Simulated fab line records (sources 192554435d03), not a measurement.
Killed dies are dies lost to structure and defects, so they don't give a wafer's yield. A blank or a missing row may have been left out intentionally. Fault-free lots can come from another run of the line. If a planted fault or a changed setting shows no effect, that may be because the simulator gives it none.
Which tool is to blame? + flow n5_finfet + 9 lots, 25 wafers sampled, at 6 steps of a route of 1938

== WHAT THE GAUGES SHOWED, per wafer ==
N5_BEOL_M3_OCD_MEAS_38.
| lot  | measured     | on     | trench_depth_nm (nm) |
|------|--------------|--------|----------------------|
| L986 | day 7 13:16  | ocd-02 | 55.4 55.3 55.1       |
| L991 | day 9 00:04  | ocd-01 | 56.4 54.3 56.5       |
| L994 | day 9 12:00  | ocd-02 | 55.5 55.7 55.5       |
| L996 | day 10 06:44 | ocd-01 | 82.8 83.1            |
| L997 | day 10 17:59 | ocd-01 | 55.9 82.6 55.7       |
| L999 | day 11 13:47 | ocd-02 | 81.3 82.7            |
| L103 | day 11 20:49 | ocd-01 | 56.4 55.7 55.8       |
| L105 | day 12 12:43 | ocd-02 | 56.4 54.7 55.7       |
| L107 | day 13 19:29 | ocd-01 | 54.2 55.8 56.6       |

N5_BEOL_M4_RC_MEAS_101.
| lot  | measured     | on        | DIBL_N (mV/V)  | DIBL_P (mV/V)  | IOFF_N (nA/um)    | IOFF_P (nA/um)    | ION_N (uA/um) | ION_P (uA/um) | SS_N (mV/dec)  | SS_P (mV/dec)  | VT_N (mV)         | VT_P (mV)      |
|------|--------------|-----------|----------------|----------------|-------------------|-------------------|---------------|---------------|----------------|----------------|-------------------|----------------|
| L986 | day 8 08:42  | prober-01 | 35.3 36.7 34.3 | 36.5 38.1 35.1 | 0.138 0.162 0.116 | 0.190 0.215 0.163 | 682 675 674   | 470 464 460   | 70.8 72.0 70.3 | 73.2 73.5 72.9 | 250.0 250.2 257.5 | -251 -249 -254 |
| L991 | day 10 00:17 | prober-02 | 35.7 34.8 33.7 | 36.7 35.9 34.1 | 0.176 0.147 0.128 | 0.239 0.219 0.190 | 682 680 681   | 470 474 467   | 71.8 70.9 70.7 | 72.9 74.0 73.0 | 251.2 250.3 250.1 | -250 -252 -250 |
| L994 | day 10 08:52 | prober-01 | 37.3 35.2 35.7 | 38.1 36.1 36.5 | 0.192 0.156 0.164 | 0.255 0.230 0.228 | 688 674 676   | 467 461 467   | 71.8 71.5 71.1 | 74.0 73.6 72.9 | 248.3 248.8 248.3 | -245 -245 -249 |
| L996 | day 11 13:43 | prober-01 | 37.7 37.3      | 37.8 37.2      | 0.204 0.191       | 0.267 0.256       | 678 685       | 470 471       | 71.8 71.7      | 73.8 74.4      | 246.3 246.6       | -248 -248      |
| L997 | day 11 21:41 | prober-01 | 35.9 34.9 37.9 | 36.1 34.8 38.3 | 0.138 0.127 0.181 | 0.197 0.173 0.234 | 662 664 681   | 462 461 466   | 71.7 71.5 72.2 | 73.6 72.1 73.4 | 251.8 252.5 248.7 | -250 -252 -250 |
| L999 | day 12 09:59 | prober-02 | 35.4 35.6      | 37.3 37.5      | 0.158 0.172       | 0.225 0.238       | 674 680       | 462 472       | 71.5 70.5      | 74.0 73.7      | 251.2 248.5       | -249 -246      |
| L103 | day 12 18:44 | prober-02 | 36.5 35.7 36.0 | 37.6 36.6 37.3 | 0.155 0.142 0.145 | 0.216 0.194 0.219 | 672 676 676   | 464 464 463   | 70.9 71.5 71.8 | 73.4 73.3 73.5 | 250.2 251.9 251.1 | -248 -251 -248 |
| L105 | day 13 15:44 | prober-02 | 34.4 35.5 35.8 | 35.3 36.5 36.0 | 0.122 0.139 0.135 | 0.160 0.180 0.172 | 668 681 664   | 457 462 452   | 70.6 71.3 71.3 | 72.8 73.1 72.6 | 253.7 249.6 249.5 | -255 -254 -251 |
| L107 | day 14 17:31 | prober-02 | 36.7 36.6 37.7 | 36.1 35.9 38.0 | 0.170 0.166 0.184 | 0.206 0.199 0.240 | 676 676 690   | 466 461 471   | 71.5 70.6 72.1 | 73.0 73.5 73.9 | 247.0 250.3 245.6 | -251 -252 -249 |

== WHICH TOOL RAN EACH LOT (tool, then ch and the chambers of the sampled wafers, then the start) ==
| lot  | N5_BEOL_M3_STRIP_66                | N5_BEOL_M3_ETCH_77                 | N5_BEOL_M3_STRIP_36                | N5_BEOL_M3_TRENCH_ETCH_37          |
|------|------------------------------------|------------------------------------|------------------------------------|------------------------------------|
| L986 | rie_diel-06 ch 0,2,3, day 7 11:55  | rie_diel-03 ch 0,1,2, day 7 12:38  | rie_diel-05 ch 2,3, day 7 13:04    | rie_diel-05 ch 2,3, day 7 13:06    |
| L991 | rie_diel-03 ch 2,3, day 8 19:43    | rie_diel-05 ch 0,3, day 8 20:25    | rie_diel-06 ch 0,2, day 8 23:52    | rie_diel-06 ch 0,2, day 8 23:55    |
| L994 | rie_diel-03 ch 0,3, day 9 09:03    | rie_diel-03 ch 1,3, day 9 09:46    | rie_diel-05 ch 1,2, day 9 11:48    | rie_diel-05 ch 1,2, day 9 11:50    |
| L996 | rie_diel-05 ch 0, day 9 20:20      | rie_diel-05 ch 0, day 9 21:02      | rie_diel-05 ch 1, day 10 06:32     | rie_diel-05 ch 1, day 10 06:35     |
| L997 | rie_diel-05 ch 0,1,3, day 10 12:32 | rie_diel-05 ch 0,1, day 10 13:27   | rie_diel-05 ch 1,2, day 10 17:47   | rie_diel-05 ch 1,2, day 10 17:50   |
| L999 | rie_diel-05 ch 1, day 11 08:40     | rie_diel-06 ch 0,3, day 11 09:29   | rie_diel-05 ch 0,1, day 11 13:35   | rie_diel-05 ch 0,1, day 11 13:37   |
| L103 | rie_diel-05 ch 0,1,3, day 11 17:40 | rie_diel-03 ch 0,1, day 11 18:31   | rie_diel-03 ch 0,3, day 11 20:37   | rie_diel-03 ch 0,3, day 11 20:39   |
| L105 | rie_diel-03 ch 0,2,3, day 12 10:10 | rie_diel-03 ch 0,2,3, day 12 10:59 | rie_diel-03 ch 0,2,3, day 12 12:32 | rie_diel-03 ch 0,2,3, day 12 12:34 |
| L107 | rie_diel-03 ch 0,1,2, day 13 10:52 | rie_diel-05 ch 1,2,3, day 13 11:49 | rie_diel-06 ch 0,2,3, day 13 19:18 | rie_diel-06 ch 0,2,3, day 13 19:20 |
- N5_BEOL_M3_STRIP_66: strips in CF4.
- N5_BEOL_M3_ETCH_77: etches underlayer in N2/H2, target depth 6.5 nm, time 5.2 s.
- N5_BEOL_M3_STRIP_36: strips in N2/H2.
- N5_BEOL_M3_TRENCH_ETCH_37: etches SiOC in C4F6/O2, target depth 55.555 nm, time 29.2 s.

== WHAT THE TOOLS THEMSELVES READ (means of the sampled wafers that have a number; where no wafer has one, the mark that the record gives instead) ==
N5_BEOL_M3_STRIP_66.
| lot  | tool        | drypump_motor_current_A (A) | oes_product_au (a.u.) | rf_vpp_V (V) | showerhead_plenum_p_Torr (Torr) | throttle_valve_pct (%) |
|------|-------------|-----------------------------|-----------------------|--------------|---------------------------------|------------------------|
| L986 | rie_diel-06 | 5.5                         | 0.73                  | 271.6        | 1.79                            | 13.79                  |
| L991 | rie_diel-03 | 5.5                         | 0.73                  | 271.0        | 1.81                            | 13.71                  |
| L994 | rie_diel-03 | 5.7                         | 0.80                  | 271.0        | 1.78                            | 13.63                  |
| L996 | rie_diel-05 | 4.9                         | 0.69                  | 269.6        | 1.77                            | 13.92                  |
| L997 | rie_diel-05 | 5.1                         | 0.76                  | 270.4        | 1.77                            | 13.55                  |
| L999 | rie_diel-05 | 4.9                         | 0.83                  | 269.1        | 1.74                            | 13.32                  |
| L103 | rie_diel-05 | 5.1                         | 0.75                  | 270.7        | 1.77                            | 13.55                  |
| L105 | rie_diel-03 | 5.8                         | 0.75                  | 270.5        | 1.80                            | 13.55                  |
| L107 | rie_diel-03 | 5.7                         | 0.77                  | 270.5        | 1.80                            | 13.41                  |

N5_BEOL_M3_ETCH_77.
| lot  | tool        | drypump_motor_current_A (A) | etch_rf_on_time_s (s) | oes_product_au (a.u.) | rf_vpp_V (V) | showerhead_plenum_p_Torr (Torr) | throttle_valve_pct (%) |
|------|-------------|-----------------------------|-----------------------|-----------------------|--------------|---------------------------------|------------------------|
| L986 | rie_diel-03 | 5.7                         | 5.16                  | 0.71                  | 524.5        | 2.56                            | 17.56                  |
| L991 | rie_diel-05 | 5.2                         | 5.21                  | 0.62                  | 523.9        | 2.54                            | 17.75                  |
| L994 | rie_diel-03 | 5.3                         | 5.17                  | 0.67                  | 525.2        | 2.56                            | 17.98                  |
| L996 | rie_diel-05 | 4.9                         | 5.20                  | 0.59                  | 522.5        | 2.51                            | 18.13                  |
| L997 | rie_diel-05 | 4.9                         | 5.22                  | 0.68                  | 522.5        | 2.48                            | 17.75                  |
| L999 | rie_diel-06 | 5.3                         | 5.17                  | 0.71                  | 523.0        | 2.50                            | 17.91                  |
| L103 | rie_diel-03 | 5.5                         | 5.18                  | 0.71                  | 523.0        | 2.54                            | 17.63                  |
| L105 | rie_diel-03 | 5.8                         | 5.16                  | 0.67                  | 524.5        | 2.55                            | 17.80                  |
| L107 | rie_diel-05 | 5.4                         | 5.14                  | 0.67                  | 525.1        | 2.51                            | 17.80                  |

N5_BEOL_M3_STRIP_36.
| lot  | tool        | drypump_motor_current_A (A) | oes_product_au (a.u.) | rf_vpp_V (V) | showerhead_plenum_p_Torr (Torr) | throttle_valve_pct (%) |
|------|-------------|-----------------------------|-----------------------|--------------|---------------------------------|------------------------|
| L986 | rie_diel-05 | 5.5                         | 0.78                  | 57.8         | 2.55                            | 23.52                  |
| L991 | rie_diel-06 | 5.7                         | 0.76                  | 59.7         | 2.54                            | 23.72                  |
| L994 | rie_diel-05 | 5.2                         | 0.85                  | 58.9         | 2.50                            | 23.52                  |
| L996 | rie_diel-05 | 5.0                         | 0.85                  | 59.6         | 2.47                            | 23.32                  |
| L997 | rie_diel-05 | 5.6                         | 0.81                  | 58.6         | 2.52                            | 23.76                  |
| L999 | rie_diel-05 | 4.9                         | 0.76                  | 58.0         | 2.49                            | 23.57                  |
| L103 | rie_diel-03 | 6.0                         | 0.83                  | 58.3         | 2.50                            | 23.57                  |
| L105 | rie_diel-03 | 5.8                         | 0.77                  | 60.0         | 2.54                            | 23.56                  |
| L107 | rie_diel-06 | 5.5                         | 0.79                  | 58.8         | 2.50                            | 23.70                  |

N5_BEOL_M3_TRENCH_ETCH_37.
| lot  | tool        | drypump_motor_current_A (A) | mfc_ar_sccm (sccm) | oes_product_au (a.u.) | rf_vpp_V (V) | showerhead_plenum_p_Torr (Torr) | throttle_valve_pct (%) |
|------|-------------|-----------------------------|--------------------|-----------------------|--------------|---------------------------------|------------------------|
| L986 | rie_diel-05 | 5.6                         | 300.0              | 0.78                  | 675          | 2.87                            | 20.84                  |
| L991 | rie_diel-06 | 5.7                         | 300.6              | 0.76                  | 662          | 2.86                            | 21.01                  |
| L994 | rie_diel-05 | 5.2                         | 299.2              | 0.84                  | 668          | 2.81                            | 20.82                  |
| L996 | rie_diel-05 | 4.9                         | 300.1              | 1.11                  | 671          | 2.77                            | 20.70                  |
| L997 | rie_diel-05 | 5.5                         | 300.0              | 0.90                  | 666          | 2.83                            | 21.04                  |
| L999 | rie_diel-05 | 4.9                         | 299.6              | 1.00                  | 666          | 2.79                            | 20.96                  |
| L103 | rie_diel-03 | 6.0                         | 300.6              | 0.83                  | 658          | 2.81                            | 20.80                  |
| L105 | rie_diel-03 | 5.8                         | 299.7              | 0.77                  | 661          | 2.85                            | 20.82                  |
| L107 | rie_diel-06 | 5.5                         | 299.8              | 0.79                  | 660          | 2.81                            | 21.00                  |

== THE ANSWER, worked out from the rows above alone ==
Rule: the lots themselves supply what counts as usual. Put in order of their means at a reading, lots are off if they are a third of the lots or fewer, leave a main group of 4 or more, and stand apart from it by a gap of 3 or more times the standard deviation of the main group's means; of several such gaps the widest counts. The tables above print the reading to a certain number of digits; a main group whose means all agree to those digits is not used. A lot without any number at a reading at which 4 lots or more have one is off too. Where the step has rows for the other lots, those lots are counted as sound. First the gauges in route order, then the tools' own readings, where a lot's mean is used as printed above. At the first step where some lot is off, the reading lying furthest off is the one used; lots without a number count as furthest.
Off: L996, L997, L999 (N5_BEOL_M3_OCD_MEAS_38, trench_depth_nm). The main group: mean 55.6 nm, standard deviation 0.21.
If a tool, at a process step before that reading, ran all the lots that are off and no sound lot after the first of them, it fits. Gauges at N5_BEOL_M3_OCD_MEAS_38: tried the same way as those tools. One candidate fits, namely rie_diel-05 at N5_BEOL_M3_STRIP_36 and N5_BEOL_M3_TRENCH_ETCH_37. At N5_BEOL_M3_STRIP_36 its last sound lot is L994 (day 9 11:48), its first lot that is off L996 (day 10 06:32): a fault that began between those two fits.

== WHAT THE SIMULATOR HAD PUT IN ==
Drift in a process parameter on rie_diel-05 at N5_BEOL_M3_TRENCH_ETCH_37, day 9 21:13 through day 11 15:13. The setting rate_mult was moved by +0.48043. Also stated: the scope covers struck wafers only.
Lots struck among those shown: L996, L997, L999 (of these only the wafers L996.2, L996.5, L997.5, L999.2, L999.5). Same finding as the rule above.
